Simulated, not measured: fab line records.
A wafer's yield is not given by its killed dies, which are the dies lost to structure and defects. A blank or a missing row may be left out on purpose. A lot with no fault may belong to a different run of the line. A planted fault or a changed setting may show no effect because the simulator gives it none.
Chamber matching + flow n5_finfet + N5_BEOL_M3_CO_CAP_55 on cvd_co-01: 3 sister chambers
The step material Co, precursor CCTBA/H2, target thk 2 nm, time 102.1 s. 6 wafers are shown with their chamber, then 8 later ones without.

## WAFERS WITH THEIR CHAMBER
| wafer  | chamber | heater_power_w (W) |
|--------|---------|--------------------|
| L655.2 | 2       | 194                |
| L655.4 | 2       | 191                |
| L655.5 | 1       | 258                |
| L652.1 | 1       | 256                |
| L652.5 | 0       | 233                |
| L653.2 | 0       | 236                |

## WAFERS WHOSE CHAMBER IS MISSING
| wafer  | heater_power_w (W) |
|--------|--------------------|
| L653.4 | 197                |
| L653.5 | 266                |
| L659.3 | 237                |
| L659.4 | 194                |
| L659.5 | 254                |
| L661.2 | 191                |
| L661.4 | 245                |
| L661.6 | 196                |

## EACH ONE'S CHAMBER
| wafer  | from the rows above     | in truth |
|--------|-------------------------|----------|
| L653.4 | 2                       | 2        |
| L653.5 | 1                       | 1        |
| L659.3 | 0                       | 0        |
| L659.4 | 2                       | 2        |
| L659.5 | 1                       | 1        |
| L661.2 | 2                       | 2        |
| L661.4 | can't be placed: 0 or 1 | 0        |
| L661.6 | 2                       | 2        |
7 of 8 placed correctly. Can't be placed from these rows: 1 (the true chamber is among the candidates in 1). Number placed wrongly: 0.
How it was worked out, from the rows above alone: a wafer's distance from a chamber is the root of the sum, over the readings, of the square of ((its reading less the chamber's mean) divided by the reading's scatter). The wafer belongs to the nearest chamber; if the next one is less than 2 further off, it can't be placed. A chamber's mean is the mean of its shown wafers. The scatter: the root of (the sum of the squares of (reading less its chamber's mean) over the shown wafers, divided by (wafers less chambers)).
